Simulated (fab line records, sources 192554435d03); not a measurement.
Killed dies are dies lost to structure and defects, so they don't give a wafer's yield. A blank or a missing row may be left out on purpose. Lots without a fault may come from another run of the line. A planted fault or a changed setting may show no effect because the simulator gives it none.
Split-lot experiment | flow n5_finfet | 7 lots, 39 wafers read, on a route of 1938 steps

THE SPLIT
At N5_MOL_CONTACT_COAG_ETCH_91 (etches SOC in N2/H2, target depth 60 nm, overetch 21 nm, time 101.2 s), the setting time_s was moved away from the recipe's 101.2 s on 15 of the 39 wafers read, by +7.3% to +23.8%. The other wafers ran this setting at the recipe's value.

The reading is taken at the split's own step.

THE READING
SiARC_of_MOL_CONTACT_COAG_COAT_76.thk_nm (the simulator's own value, which no gauge read), in nm, at N5_MOL_CONTACT_COAG_ETCH_91 (etches SOC in N2/H2, target depth 60 nm, overetch 21 nm, time 101.2 s). The file gives no usual value for it. The 24 wafers here that ran the recipe average 5.8 nm, standard deviation 0.16 nm.

wafer  | tool, chamber at the split | time_s as run, s | against the recipe | SiARC_of_MOL_CONTACT_COAG_COAT_76.thk_nm, nm | against lot-mates on the recipe
L075.1 | rie_diel-03, 2             | 101.2            | recipe             | 5.6                                          | -
L075.2 | rie_diel-03, 0,1           | 101.2            | recipe             | 6                                            | -
L075.4 | rie_diel-03, 0,1           | 101.2            | recipe             | 6                                            | -
L075.3 | rie_diel-03, 3             | 108.6            | +7.3%              | 5.6                                          | -0.3
L075.6 | rie_diel-03, 3             | 108.6            | +7.3%              | 5.6                                          | -0.3
L075.5 | rie_diel-03, 2             | 108.6            | +7.3%              | 5.4                                          | -0.5
L080.1 | rie_diel-04, 3             | 116              | +14.6%             | 5.6                                          | -0.1
L080.6 | rie_diel-04, 3             | 116              | +14.6%             | 5.6                                          | -0.1
L080.2 | rie_diel-04, 2             | 101.2            | recipe             | 5.8                                          | -
L080.5 | rie_diel-04, 2             | 101.2            | recipe             | 5.8                                          | -
L080.3 | rie_diel-04, 0             | 116              | +14.6%             | 5.2                                          | -0.5
L080.4 | rie_diel-04, 1             | 101.2            | recipe             | 5.6                                          | -
L083.2 | rie_diel-01, 0             | 101.2            | recipe             | 5.4                                          | -
L083.3 | rie_diel-01, 1             | 101.2            | recipe             | 5.6                                          | -
L083.5 | rie_diel-01, 2             | 101.2            | recipe             | 5.8                                          | -
L088.1 | rie_diel-03, 0             | 101.2            | recipe             | 6                                            | -
L088.2 | rie_diel-03, 2             | 113.9            | +12.5%             | 5                                            | -0.9
L088.3 | rie_diel-03, 1,3           | 101.2            | recipe             | 5.8                                          | -
L088.4 | rie_diel-03, 1,3           | 101.2            | recipe             | 5.8                                          | -
L088.5 | rie_diel-03, 1             | 113.9            | +12.5%             | 5.2                                          | -0.7
L088.6 | rie_diel-03, 0             | 113.9            | +12.5%             | 5.4                                          | -0.5
L090.1 | rie_diel-01, 2             | 101.2            | recipe             | 6                                            | -
L090.2 | rie_diel-01, 1             | 115              | +13.6%             | 5.2                                          | -0.6
L090.3 | rie_diel-01, 0             | 101.2            | recipe             | 5.6                                          | -
L090.4 | rie_diel-01, 3             | 115              | +13.6%             | 5.4                                          | -0.4
L090.5 | rie_diel-01, 1             | 101.2            | recipe             | 5.8                                          | -
L090.6 | rie_diel-01, 0             | 115              | +13.6%             | 5                                            | -0.8
L094.1 | rie_diel-04, 1             | 125.3            | +23.8%             | 4.6                                          | -1.2
L094.2 | rie_diel-04, 2,0,2         | 101.2            | recipe             | 5.8                                          | -
L094.3 | rie_diel-04, 2,0,2         | 101.2            | recipe             | 5.8                                          | -
L094.5 | rie_diel-04, 2,0,2         | 101.2            | recipe             | 5.8                                          | -
L094.4 | rie_diel-04, 0,1           | 125.3            | +23.8%             | 4.8                                          | -1.0
L094.6 | rie_diel-04, 0,1           | 125.3            | +23.8%             | 4.8                                          | -1.0
L097.1 | rie_diel-01, 0             | 101.2            | recipe             | 5.6                                          | -
L097.2 | rie_diel-01, 2,3,2         | 101.2            | recipe             | 6                                            | -
L097.3 | rie_diel-01, 2,3,2         | 101.2            | recipe             | 6                                            | -
L097.5 | rie_diel-01, 2,3,2         | 101.2            | recipe             | 6                                            | -
L097.4 | rie_diel-01, 1             | 101.2            | recipe             | 5.8                                          | -
L097.6 | rie_diel-01, 1             | 101.2            | recipe             | 5.8                                          | -
Where a row lists several chambers, the file gives one row for several wafers and doesn't say which wafer went through which chamber.

THE FIT
A straight line over all 39 wafers: SiARC_of_MOL_CONTACT_COAG_COAT_76.thk_nm changes by -0.0411 nm for each +1% of time_s; r = -0.87; the points scatter about the line by 0.18 nm.
The same after taking each lot's own level away (the mean of its wafers on the recipe; 39 wafers): -0.0411 nm for each +1%; r = -0.88; scatter 0.18 nm.
On that fit, the largest move of time_s shifts the reading by 0.98 nm.
The lots' own levels span 5.60 to 5.87 nm, that is 1.6 times the standard deviation above.
So the lot-to-lot level changes the slope little: the two slopes agree.
Check: with one of the wafers moved furthest among these (+23.8%) left out of the fit, the line predicts -0.932 nm for it against its lot-mates. It came out at -1.2 nm against them.

OTHER SPLITS ON THESE WAFERS
These wafers also went through other splits before the reading. Each is held against what the fit with the lots' levels taken away leaves over:
other split on the same wafers             | wafers away from the commonest value | r with SiARC_of_MOL_CONTACT_COAG_COAT_76.thk_nm (lot level and that fit taken away)
N5_FIN_SAQP_MANDREL_ETCH_22 target_depth_a | 12                                   | +0.05
N5_FIN_CUT_ETCH_21 bias_w                  | 12                                   | -0.14
N5_DUMMY_GATE_ETCH_31 target_depth_a       | 12                                   | -0.11
N5_HKMG_FIN_ETCH_58 source_w               | 12                                   | -0.23
N5_HKMG_FIN_ETCH_35 source_w               | 18                                   | +0.00

THE FILE'S OWN FIT
SiARC_of_MOL_CONTACT_COAG_COAT_76.thk_nm changes by -0.041 nm for each +1% of time_s, r = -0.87.
